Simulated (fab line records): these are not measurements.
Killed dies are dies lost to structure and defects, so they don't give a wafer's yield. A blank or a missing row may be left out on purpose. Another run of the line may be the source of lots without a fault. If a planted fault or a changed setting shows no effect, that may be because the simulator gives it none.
fab line records -- flow n5_finfet
record lots=7, wafers=21
route steps=1938 shown BEOL_M1@789 BEOL_M3@931 BEOL_M4@1064 BEOL_M5@1145 BEOL_M6@1219
start_h: the number of hours between the record's first day and the start of the first shown wafer of the lot -- wait_h: hours elapsed since this lot's preceding step -- " repeats the value in the row above -- L1.1+2: several wafers, shown together as one row -- - no value, or no start was given -- * or withheld: withheld -- < > ~ a bound
route shown NAME@n: a module of which the file shows steps, and the number in the route of the first -- usual: average and standard deviation across the fault-free wafers -- same: alike in all rows -- chamber/n: place in a boat -- sites: the reading at each site -- _std_site: their standard deviation -- _edge_site: inner sites' mean taken away from outer sites' mean -- radius_mm: for every site, how far away it sits from the centre of the wafer -- mask NAME#n: copy n -- behind: the most recent tool/chamber to have shaped the wafer -- hold: why the lot was held/for how many hours/how that ended -- device: the n, p or np transistor that did not switch -- end of line: tests of these same wafers at the route's end -- a step with no rows: only its recipe -- killed: at the first sort, the dies lost to defects and structure; wafer yield is something else -- map: dies across one wafer; x = killed, . = not, _ = none there
set.NAME: the setting as run; set.NAME@STEP: as run at that earlier step -- model.NAME: the simulator's own value behind a step, which no gauge read
lots run with intentionally changed settings; tables by step, rows by wafer
## steps
# step N5_BEOL_M1_DESCUM_33
# recipe chemistry=O2, time_s=7, source_power_w=50, bias_power_w=20, pressure_mtorr=20, rf_frequency_hz=2.712e+07, temp_c=40, resist=CAR-EUV, o2_flow_sccm=225
lot.wafer,tool,chamber,start_h,wait_h,set.time_s,model.CAR-EUV_of_BEOL_M1_COAT_22.thk_nm
L074.2,rie_diel-06,3,121.79,0.0,5.528,26.8
L074.3,rie_diel-06,2,121.79,0.0,7,26
L074.6,rie_diel-06,2,121.79,0.0,5.528,27
L076.1+4+5,rie_diel-06,"1,0,1",134.19,0.4,7,26.2
L079.3+4,rie_diel-01,"3,0",158.86,0.4,7,26.2
L079.5,rie_diel-01,0,158.86,0.4,7,26
L087.3+4,rie_diel-02,"2,1",204.95,0.0,7,26.2
L087.6,rie_diel-02,3,204.95,0.0,7,26
L092.4+6,rie_diel-01,2,233.55,0.1,7,26
L092.5,rie_diel-01,3,233.55,0.1,7,26.2
L094.4,rie_diel-02,3,243.32,0.0,5.693,26.8
L094.5,rie_diel-02,0,243.32,0.0,5.693,27
L094.6,rie_diel-02,1,243.32,0.0,7,26.2
L097.3+5,rie_diel-02,"2,3",265.59,0.0,8.423,25.4
L097.6,rie_diel-02,2,265.59,0.0,8.423,25.2
# step N5_BEOL_M1_ETCH_77
# recipe chemistry=N2/H2, target=underlayer, target_depth_a=65, mask_material=CAR-EUV, time_s=5.2, ion_energy_ev=200, pressure_mtorr=30, source_w=840, bias_w=150, n2_flow_sccm=200, h2_flow_sccm=200, ends=cleared
lot.wafer,tool,chamber,start_h,wait_h,set.time_s@BEOL_M1_DESCUM_33,model.CAR-EUV_of_BEOL_M1_COAT_22.thk_nm
L074.2+6,rie_diel-06,"3,2",121.82,0.0,5.528,21.2
L074.3,rie_diel-06,2,121.82,0.0,7,20.4
L076.1,rie_diel-06,1,134.23,0.0,7,20.6
L076.4,rie_diel-06,0,134.23,0.0,7,20.2
L076.5,rie_diel-06,1,134.23,0.0,7,20.4
L079.3+4+5,rie_diel-01,"3,0,0",158.90,0.0,7,20.4
L087.3+4+6,rie_diel-02,"2,1,3",204.98,0.0,7,20.4
L092.4+5+6,rie_diel-01,"2,3,2",233.58,0.0,7,20.4
L094.4,rie_diel-02,3,243.35,0.0,5.693,21
L094.5,rie_diel-02,0,243.35,0.0,5.693,21.2
L094.6,rie_diel-02,1,243.35,0.0,7,20.4
L097.3+5+6,rie_diel-02,"2,3,2",265.63,0.0,8.423,19.6
# step N5_BEOL_M1_ETCH_69
# recipe chemistry=CF4, target=SiARC, target_depth_a=156, mask_material=CAR-EUV, time_s=26, ion_energy_ev=80, pressure_mtorr=40, source_w=545, bias_w=36, Ar_flow_sccm=100, cf4_flow_sccm=100, ends=cleared
# step N5_BEOL_M1_ALD_98
# recipe material=SiO2, target_thk_a=25, temp_c=100, ald_precursor_family=BDEAS, ald_co_reactant=O2-plasma, pulse_time_s=1, co_reactant_pulse_time_s=1, purge_time_s=2, co_reactant_purge_time_s=2, ald_cycles=17, pressure_torr=2
# step N5_BEOL_M1_ETCHBACK_99
# recipe chemistry=CHF3, target=SiO2, target_depth_a=50, time_s=10.4, source_w=215, bias_w=47, Ar_flow_sccm=200, CHF3_flow_sccm=12, ion_energy_ev=100, pressure_mtorr=30
lot.wafer,tool,chamber,start_h,wait_h,set.time_s@BEOL_M1_DESCUM_33,model.CAR-EUV_of_BEOL_M1_COAT_22.thk_nm
L074.2,rie_diel-01,2,127.57,5.3,5.528,11.2
L074.3,rie_diel-01,1,127.57,5.3,7,10.6
L074.6,rie_diel-01,0,127.57,5.3,5.528,11.4
L076.1+5,rie_diel-01,"2,3",135.07,0.6,7,10.6
L076.4,rie_diel-01,3,135.07,0.6,7,10.4
L079.3+4,rie_diel-01,"1,0",162.42,3.4,7,10.6
L079.5,rie_diel-01,0,162.42,3.4,7,10.4
L087.3+6,rie_diel-02,"3,0",205.20,0.1,7,10.4
L087.4,rie_diel-02,1,205.20,0.1,7,10.6
L092.4+5+6,rie_diel-06,"3,2,3",247.98,14.3,7,10.4
L094.4,rie_diel-01,2,248.02,4.5,5.693,11
L094.5,rie_diel-01,0,248.02,4.5,5.693,11.4
L094.6,rie_diel-01,1,248.02,4.5,7,10.6
L097.3+5,rie_diel-06,"1,0",272.34,6.6,8.423,9.8
L097.6,rie_diel-06,1,272.34,6.6,8.423,9.6
# step N5_BEOL_M1_TRENCH_ETCH_37
# recipe chemistry=C4F6/O2, target_depth_a=552.07, target=SiOC, time_s=29, ion_energy_ev=250, pressure_mtorr=30, source_w=355, bias_w=185, Ar_flow_sccm=300, C4F6_flow_sccm=10, O2_flow_sccm=10
# usual rf_vpp_V=670/16
lot.wafer,tool,chamber,start_h,wait_h,set.source_w,rf_vpp_V
L074.2,rie_diel-01,2,-,-,355,692
L074.3,rie_diel-01,1,-,-,334.6,676
L074.6,rie_diel-01,0,-,-,334.6,695
L076.1,rie_diel-01,2,-,-,355,691
L076.4,rie_diel-01,3,-,-,404.1,621
L076.5,rie_diel-01,3,-,-,404.1,621
L079.3,rie_diel-01,1,-,-,355,657
L079.4,rie_diel-01,0,-,-,355,674
L079.5,rie_diel-01,0,-,-,318.5,712
L087.3,rie_diel-02,3,-,-,387.2,630
L087.4,rie_diel-02,1,-,-,355,692
L087.6,rie_diel-02,0,-,-,387.2,651
L092.4,rie_diel-06,3,-,-,355,665
L092.5,rie_diel-06,2,-,-,355,692
L092.6,rie_diel-06,3,-,-,355,665
L094.4,rie_diel-01,2,-,-,305.3,748
L094.5,rie_diel-01,0,-,-,355,673
L094.6,rie_diel-01,1,-,-,305.3,709
L097.3,rie_diel-06,1,-,-,355,656
L097.5,rie_diel-06,0,-,-,307.7,698
L097.6,rie_diel-06,1,-,-,307.7,707
# step N5_BEOL_M3_ILD_DEP_00
# recipe material=SiOC, target_thk_a=790, temp_c=350, precursor=DEMS/O2, pressure_torr=5, rf_w=500, time_s=15.3
lot.wafer,tool,chamber,start_h,wait_h,set.time_s,model.SiOC_of_BEOL_M3_ILD_DEP_00.thk_nm
L074.2,pecvd-01,0,145.46,0.0,15.3,77.4
L074.3,pecvd-01,2,145.46,0.0,15.3,76
L074.6,pecvd-01,0,145.46,0.0,15.3,78
L076.1,pecvd-01,0,152.12,0.0,15.3,76.4
L076.4+5,pecvd-01,"1,0",152.12,0.0,15.3,78.6
L079.3,pecvd-01,0,176.37,0.1,13.13,67.8
L079.4,pecvd-01,1,176.37,0.1,15.3,77.6
L079.5,pecvd-01,0,176.37,0.1,13.13,68.8
L087.3,pecvd-03,1,220.11,0.1,15.3,79.2
L087.4,pecvd-03,0,220.11,0.1,16.37,84.6
L087.6,pecvd-03,1,220.11,0.1,16.37,84.4
L092.4,pecvd-01,1,260.52,0.1,15.3,79
L092.5+6,pecvd-01,"0,2",260.52,0.1,15.3,79.2
L094.4,pecvd-03,2,261.05,0.1,15.3,79.6
L094.5,pecvd-03,0,261.05,0.1,15.3,80
L094.6,pecvd-03,2,261.05,0.1,15.3,80.8
L097.3,pecvd-01,0,292.03,0.0,15.3,78.2
L097.5,pecvd-01,1,292.03,0.0,17.08,88.8
L097.6,pecvd-01,0,292.03,0.0,15.3,79.8
# step N5_BEOL_M3_THK_MEAS_01
# recipe reads=SiOC_of_BEOL_M3_ILD_DEP_00
# usual M3_ILD_THK=78.8/1.2
lot.wafer,tool,chamber,start_h,wait_h,set.time_s@BEOL_M3_ILD_DEP_00,M3_ILD_THK[nm]
L074.2,film_metro-01,-,145.52,0.1,15.3,77.4
L074.3,film_metro-01,-,145.52,0.1,15.3,76.0
L074.6,film_metro-01,-,145.52,0.1,15.3,78.1
L076.1,film_metro-02,-,152.18,0.0,15.3,76.5
L076.4,film_metro-02,-,152.18,0.0,15.3,78.7
L076.5,film_metro-02,-,152.18,0.0,15.3,78.5
L079.3,film_metro-01,-,176.43,0.1,13.13,67.8
L079.4,film_metro-01,-,176.43,0.1,15.3,77.5
L079.5,film_metro-01,-,176.43,0.1,13.13,68.7
L087.3,film_metro-01,-,220.17,0.1,15.3,79.3
L087.4,film_metro-01,-,220.17,0.1,16.37,84.6
L087.6,film_metro-01,-,220.17,0.1,16.37,84.4
L092.4,film_metro-01,-,260.57,0.0,15.3,78.9
L092.5,film_metro-01,-,260.57,0.0,15.3,79.2
L092.6,film_metro-01,-,260.57,0.0,15.3,79.2
L094.4,film_metro-01,-,261.12,0.1,15.3,79.5
L094.5,film_metro-01,-,261.12,0.1,15.3,80.0
L094.6,film_metro-01,-,261.12,0.1,15.3,80.8
L097.3,film_metro-01,-,292.10,0.1,15.3,78.3
L097.5,film_metro-01,-,292.10,0.1,17.08,88.7
L097.6,film_metro-01,-,292.10,0.1,15.3,79.8
# step N5_BEOL_M4_ETCH_70
# recipe chemistry=N2/H2, target=SOC, target_depth_a=800, overetch_a=240, mask_material=SiARC, temp_c=40, time_s=130, ion_energy_ev=200, pressure_mtorr=30, source_w=840, bias_w=150, n2_flow_sccm=200, h2_flow_sccm=200
lot.wafer,tool,chamber,start_h,wait_h,set.time_s,model.SiARC_of_BEOL_M4_COAT_68.thk_nm
L074.2,rie_diel-03,3,167.42,0.0,130,5.8
L074.3+6,rie_diel-03,"2,0",167.42,0.0,130,5.4
L076.1+5,rie_diel-04,"2,1",171.67,0.0,108,7.2
L076.4,rie_diel-04,1,171.67,0.0,130,6.2
L079.3+5,rie_diel-03,"2,1",189.59,0.0,130,5.6
L079.4,rie_diel-03,3,189.59,0.0,130,5.8
L087.3,rie_diel-05,2,233.75,0.0,130,5.8
L087.4+6,rie_diel-05,"3,1",233.75,0.0,130,5.6
L092.4,rie_diel-03,3,277.71,0.0,130,5.8
L092.5,rie_diel-03,0,277.71,0.0,130,5.4
L092.6,rie_diel-03,3,277.71,0.0,130,5.6
L094.4,rie_diel-05,1,277.79,0.0,104.8,6.8
L094.5,rie_diel-05,3,277.79,0.0,130,5.6
L094.6,rie_diel-05,0,277.79,0.0,104.8,7
L097.3,rie_diel-04,3,307.04,0.0,114,6
L097.5,rie_diel-04,2,307.04,0.0,114,6.6
L097.6,rie_diel-04,1,307.04,0.0,130,6
# step N5_BEOL_M5_EXPOSE_25
# recipe mask_id=V4, na=0.33, source_shape=quasar, sigma_inner=0.2, sigma_outer=0.6, polarization=unpolarized, defocus_nm=10, dose_mj=52.75
lot.wafer,tool,chamber,start_h,wait_h,mask,set.dose_mj
L074.2,euv_scanner-02,0,178.67,-,V4#0,52.75
L074.3+6,euv_scanner-02,0,178.67,-,V4#0,56.41
L076.1+4+5,euv_scanner-01,0,184.19,-,V4#0,52.75
L079.3+4+5,euv_scanner-02,0,202.98,-,V4#0,52.75
L087.3,euv_scanner-02,0,241.97,-,V4#0,54.43
L087.4+6,euv_scanner-02,0,241.97,-,V4#0,52.75
L094.4+5,euv_scanner-02,0,286.42,-,V4#0,52.75
L094.6,euv_scanner-02,0,286.42,-,V4#0,50.09
L092.4+5+6,euv_scanner-02,0,286.50,-,V4#0,52.75
L097.3+5,euv_scanner-01,0,319.13,-,V4#0,50.16
L097.6,euv_scanner-01,0,319.13,-,V4#0,52.75
# step N5_BEOL_M5_PEB_26
# recipe peb_temp_c=100, peb_time_s=60, resist=CAR-EUV
# step N5_BEOL_M5_DEVELOP_27
# recipe develop_time_s=30, developer=TMAH, resist=CAR-EUV, rinse_liquid=surfactant_rinse, dry=air_spin, dev_temp_c=23
# step N5_BEOL_M5_CD_MEAS_28
# recipe target_cd_nm=30.6, landing_energy_ev=500, detector=se_inlens, target_cd_y_nm=20, polarity=opening
# usual cd_nm=30.6/0.3
lot.wafer,tool,chamber,start_h,wait_h,set.dose_mj@BEOL_M5_EXPOSE_25,cd_nm
L074.2,cd_sem-01,0,178.80,-,52.75,30.7
L074.3,cd_sem-01,0,178.80,-,56.41,31.5
L074.6,cd_sem-01,0,178.80,-,56.41,31.6
L076.1,cd_sem-03,0,184.33,-,52.75,30.7
L076.4,cd_sem-03,0,184.33,-,52.75,30.6
L076.5,cd_sem-03,0,184.33,-,52.75,30.6
L079.3,cd_sem-03,0,203.11,-,52.75,29.8
L079.4,cd_sem-03,0,203.11,-,52.75,30.2
L079.5,cd_sem-03,0,203.11,-,52.75,30.0
L087.3,cd_sem-01,0,242.10,-,54.43,31.4
L087.4,cd_sem-01,0,242.10,-,52.75,31.0
L087.6,cd_sem-01,0,242.10,-,52.75,30.6
L094.4,cd_sem-03,0,286.54,-,52.75,30.7
L094.5,cd_sem-03,0,286.54,-,52.75,30.5
L094.6,cd_sem-03,0,286.54,-,50.09,29.5
L092.4,cd_sem-02,0,286.62,-,52.75,30.7
L092.5,cd_sem-02,0,286.62,-,52.75,30.9
L092.6,cd_sem-02,0,286.62,-,52.75,30.8
L097.3,cd_sem-03,0,319.25,-,50.16,29.3
L097.5,cd_sem-03,0,319.25,-,50.16,29.5
L097.6,cd_sem-03,0,319.25,-,52.75,31.0
# step N5_BEOL_M6_COAT_64
# recipe resist=SiARC, temp_c=220, time_s=60, spin_rpm=1500, resist_thk_nm=12
lot.wafer,tool,chamber,start_h,wait_h,set.spin_rpm,model.SiARC_of_BEOL_M6_COAT_64.thk_nm
L074.2+3+6,litho_track-02,0,-,-,1500,12
L076.1+4,litho_track-02,0,-,-,1632,11.4
L076.5,litho_track-02,0,-,-,1500,12
L079.3+5,litho_track-01,0,-,-,1500,12
L079.4,litho_track-01,0,-,-,1359,12.6
L087.3+4,litho_track-02,0,-,-,1645,11.4
L087.6,litho_track-02,0,-,-,1500,12
L094.4+5,litho_track-02,0,-,-,1446,12.2
L094.6,litho_track-02,0,-,-,1500,12
L092.4+5+6,litho_track-05,0,-,-,1500,12
L097.3,litho_track-01,0,-,-,1500,12
L097.5,litho_track-01,0,-,-,1426,12.2
L097.6,litho_track-01,0,-,-,1426,12.4
# step N5_BEOL_M6_EXPOSE_25
# recipe mask_id=V5, na=0.33, source_shape=annular, sigma_inner=0.4, sigma_outer=0.8, polarization=unpolarized, target_cd_nm=40, dose_mj=45
lot.wafer,tool,chamber,start_h,wait_h,mask,set.dose_mj
L074.2+6,euv_scanner-01,0,192.62,-,V5#0,48.32
L074.3,euv_scanner-01,0,192.62,-,V5#0,45
L076.1+4+5,euv_scanner-02,0,194.64,-,V5#0,42.11
L079.3+4+5,euv_scanner-01,0,215.17,-,V5#0,45
L087.3+6,euv_scanner-01,0,254.51,-,V5#0,47.84
L087.4,euv_scanner-01,0,254.51,-,V5#0,45
L094.4+6,euv_scanner-02,0,301.15,-,V5#0,45
L094.5,euv_scanner-02,0,301.15,-,V5#0,46.94
L092.4+5+6,euv_scanner-01,0,301.32,-,V5#0,45
L097.3+5+6,euv_scanner-02,0,331.08,-,V5#0,45
# step N5_BEOL_M6_PEB_26
# recipe peb_temp_c=100, peb_time_s=60, resist=CAR-EUV
# step N5_BEOL_M6_DEVELOP_27
# recipe develop_time_s=30, developer=TMAH, resist=CAR-EUV, rinse_liquid=surfactant_rinse, dry=air_spin, dev_temp_c=23
# step N5_BEOL_M6_CD_MEAS_28
# recipe target_cd_nm=40, landing_energy_ev=500, detector=se_inlens
# usual cd_nm=40.18/0.27
lot.wafer,tool,chamber,start_h,wait_h,set.dose_mj@BEOL_M6_EXPOSE_25,cd_nm
L074.2,cd_sem-02,0,192.75,-,48.32,41.52
L074.3,cd_sem-02,0,192.75,-,45,39.57
L074.6,cd_sem-02,0,192.75,-,48.32,41.58
L076.1,cd_sem-03,0,194.78,-,42.11,38.56
L076.4,cd_sem-03,0,194.78,-,42.11,38.86
L076.5,cd_sem-03,0,194.78,-,42.11,38.19
L079.3,cd_sem-02,0,215.29,-,45,39.70
L079.4,cd_sem-02,0,215.29,-,45,40.14
L079.5,cd_sem-02,0,215.29,-,45,39.98
L087.3,cd_sem-01,0,254.64,-,47.84,41.62
L087.4,cd_sem-01,0,254.64,-,45,40.14
L087.6,cd_sem-01,0,254.64,-,47.84,41.61
L094.4,cd_sem-01,0,301.26,-,45,40.18
L094.5,cd_sem-01,0,301.26,-,46.94,40.94
L094.6,cd_sem-01,0,301.26,-,45,40.27
L092.4,cd_sem-02,0,301.43,-,45,40.12
L092.5,cd_sem-02,0,301.43,-,45,40.28
L092.6,cd_sem-02,0,301.43,-,45,39.85
L097.3,cd_sem-03,0,331.20,-,45,40.31
L097.5,cd_sem-03,0,331.20,-,45,40.08
L097.6,cd_sem-03,0,331.20,-,45,40.24
# step N5_BEOL_M6_DESCUM_33
# recipe chemistry=O2, time_s=7, source_power_w=50, bias_power_w=20, pressure_mtorr=20, rf_frequency_hz=2.712e+07, temp_c=40, resist=CAR-EUV, o2_flow_sccm=225
lot.wafer,tool,chamber,start_h,wait_h,set.dose_mj@BEOL_M6_EXPOSE_25,model.BEOL_M6.cd_nm
L074.2,rie_diel-03,2,193.42,0.6,48.32,41.4
L074.3,rie_diel-03,0,193.42,0.6,45,39.8
L074.6,rie_diel-03,1,193.42,0.6,48.32,41.6
L076.1+5,rie_diel-04,2,194.90,0.0,42.11,38.4
L076.4,rie_diel-04,1,194.90,0.0,42.11,38.6
L079.3+4,rie_diel-05,"2,0",215.41,0.0,45,40.2
L079.5,rie_diel-05,0,215.41,0.0,45,40
L087.3+6,rie_diel-03,3,254.84,0.1,47.84,41.4
L087.4,rie_diel-03,2,254.84,0.1,45,40
L094.4,rie_diel-05,3,301.38,0.0,45,40
L094.5,rie_diel-05,2,301.38,0.0,46.94,41.2
L094.6,rie_diel-05,3,301.38,0.0,45,40.2
L092.4,rie_diel-04,3,301.57,0.0,45,40
L092.5,rie_diel-04,0,301.57,0.0,45,40.4
L092.6,rie_diel-04,1,301.57,0.0,45,40.2
L097.3,rie_diel-04,0,331.54,0.2,45,40.4
L097.5,rie_diel-04,3,331.54,0.2,45,40.2
L097.6,rie_diel-04,2,331.54,0.2,45,39.8
# step N5_BEOL_M6_ETCH_72
# recipe chemistry=N2/H2, target=underlayer, target_depth_a=65, mask_material=CAR-EUV, time_s=5.2, ion_energy_ev=200, pressure_mtorr=30, source_w=840, bias_w=150, n2_flow_sccm=200, h2_flow_sccm=200, ends=cleared
# step N5_BEOL_M6_ETCH_65
# recipe chemistry=CF4, target=SiARC, target_depth_a=156, mask_material=CAR-EUV, time_s=26, ion_energy_ev=80, pressure_mtorr=40, source_w=545, bias_w=36, Ar_flow_sccm=100, cf4_flow_sccm=100, ends=cleared
lot.wafer,tool,chamber,start_h,wait_h,set.spin_rpm@BEOL_M6_COAT_64,model.etch.depth_nm
L074.2,rie_diel-03,2,193.47,0.0,1500,11.97
L074.3,rie_diel-03,0,193.47,0.0,1500,11.96
L074.6,rie_diel-03,1,193.47,0.0,1500,12
L076.1,rie_diel-04,2,194.95,0.0,1632,11.48
L076.4,rie_diel-04,1,194.95,0.0,1632,11.49
L076.5,rie_diel-04,2,194.95,0.0,1500,11.99
L079.3+5,rie_diel-05,"2,0",215.46,0.0,1500,12.03
L079.4,rie_diel-05,0,215.46,0.0,1359,12.65
L087.3,rie_diel-03,3,254.89,0.0,1645,11.49
L087.4,rie_diel-03,2,254.89,0.0,1645,11.46
L087.6,rie_diel-03,3,254.89,0.0,1500,12.01
L094.4,rie_diel-05,3,301.43,0.0,1446,12.22
L094.5,rie_diel-05,2,301.43,0.0,1446,12.25
L094.6,rie_diel-05,3,301.43,0.0,1500,12.04
L092.4+5,rie_diel-04,"3,0",301.62,0.0,1500,11.99
L092.6,rie_diel-04,1,301.62,0.0,1500,11.98
L097.3,rie_diel-04,0,331.60,0.0,1500,12
L097.5+6,rie_diel-04,"3,2",331.60,0.0,1426,12.3
# step N5_BEOL_M6_ETCH_66
# recipe chemistry=N2/H2, target=SOC, target_depth_a=800, overetch_a=160, mask_material=SiARC, temp_c=40, time_s=120, ion_energy_ev=200, pressure_mtorr=30, source_w=840, bias_w=150, n2_flow_sccm=200, h2_flow_sccm=200
lot.wafer,tool,chamber,start_h,wait_h,set.dose_mj@BEOL_M6_EXPOSE_25,model.BEOL_M6.cd_nm
L074.2,rie_diel-03,2,193.50,0.0,48.32,40.8
L074.3,rie_diel-03,0,193.50,0.0,45,39.8
L074.6,rie_diel-03,1,193.50,0.0,48.32,41.2
L076.1,rie_diel-04,2,194.98,0.0,42.11,38.6
L076.4,rie_diel-04,1,194.98,0.0,42.11,38
L076.5,rie_diel-04,2,194.98,0.0,42.11,38.8
L079.3+4+5,rie_diel-05,"2,0,0",215.49,0.0,45,40.4
L087.3,rie_diel-03,3,254.92,0.0,47.84,41.6
L087.4,rie_diel-03,2,254.92,0.0,45,39.6
L087.6,rie_diel-03,3,254.92,0.0,47.84,41.4
L094.4+6,rie_diel-05,3,301.46,0.0,45,40.2
L094.5,rie_diel-05,2,301.46,0.0,46.94,41.2
L092.4+5,rie_diel-04,"3,0",301.65,0.0,45,40.4
L092.6,rie_diel-04,1,301.65,0.0,45,39.8
L097.3,rie_diel-04,0,331.62,0.0,45,40.4
L097.5,rie_diel-04,3,331.62,0.0,45,40
L097.6,rie_diel-04,2,331.62,0.0,45,39.8
## key
split step=N5_BEOL_M1_DESCUM_33, setting=time_s, stated=7, by=wafer
response step=N5_BEOL_M1_DESCUM_33, reading=model.CAR-EUV_of_BEOL_M1_COAT_22.thk_nm, change=-0.0405, per=1%, r=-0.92
response step=N5_BEOL_M1_ETCH_77, reading=model.CAR-EUV_of_BEOL_M1_COAT_22.thk_nm, change=-0.0378, per=1%, r=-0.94
response step=N5_BEOL_M1_ETCHBACK_99, reading=model.CAR-EUV_of_BEOL_M1_COAT_22.thk_nm, change=-0.0328, per=1%, r=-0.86
split step=N5_BEOL_M1_TRENCH_ETCH_37, setting=source_w, stated=355, by=wafer
response step=N5_BEOL_M1_TRENCH_ETCH_37, reading=rf_vpp_V, change=-4.17, per=1%, r=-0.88
split step=N5_BEOL_M3_ILD_DEP_00, setting=time_s, stated=15.3, by=wafer
response step=N5_BEOL_M3_ILD_DEP_00, reading=model.SiOC_of_BEOL_M3_ILD_DEP_00.thk_nm, change=+0.734, per=1%, r=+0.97
response step=N5_BEOL_M3_THK_MEAS_01, reading=M3_ILD_THK, change=+0.728, per=1%, r=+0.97
split step=N5_BEOL_M4_ETCH_70, setting=time_s, stated=130, by=wafer
response step=N5_BEOL_M4_ETCH_70, reading=model.SiARC_of_BEOL_M4_COAT_68.thk_nm, change=-0.0563, per=1%, r=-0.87
split step=N5_BEOL_M5_EXPOSE_25, setting=dose_mj, stated=52.75, by=wafer
response step=N5_BEOL_M5_CD_MEAS_28, reading=cd_nm, change=+0.197, per=1%, r=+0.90
split step=N5_BEOL_M6_COAT_64, setting=spin_rpm, stated=1500, by=wafer
response step=N5_BEOL_M6_COAT_64, reading=model.SiARC_of_BEOL_M6_COAT_64.thk_nm, change=-0.0638, per=1%, r=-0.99
response step=N5_BEOL_M6_ETCH_65, reading=model.etch.depth_nm, change=-0.0594, per=1%, r=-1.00
split step=N5_BEOL_M6_EXPOSE_25, setting=dose_mj, stated=45, by=wafer
response step=N5_BEOL_M6_CD_MEAS_28, reading=cd_nm, change=+0.239, per=1%, r=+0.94
response step=N5_BEOL_M6_DESCUM_33, reading=model.BEOL_M6.cd_nm, change=+0.231, per=1%, r=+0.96
response step=N5_BEOL_M6_ETCH_66, reading=model.BEOL_M6.cd_nm, change=+0.223, per=1%, r=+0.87
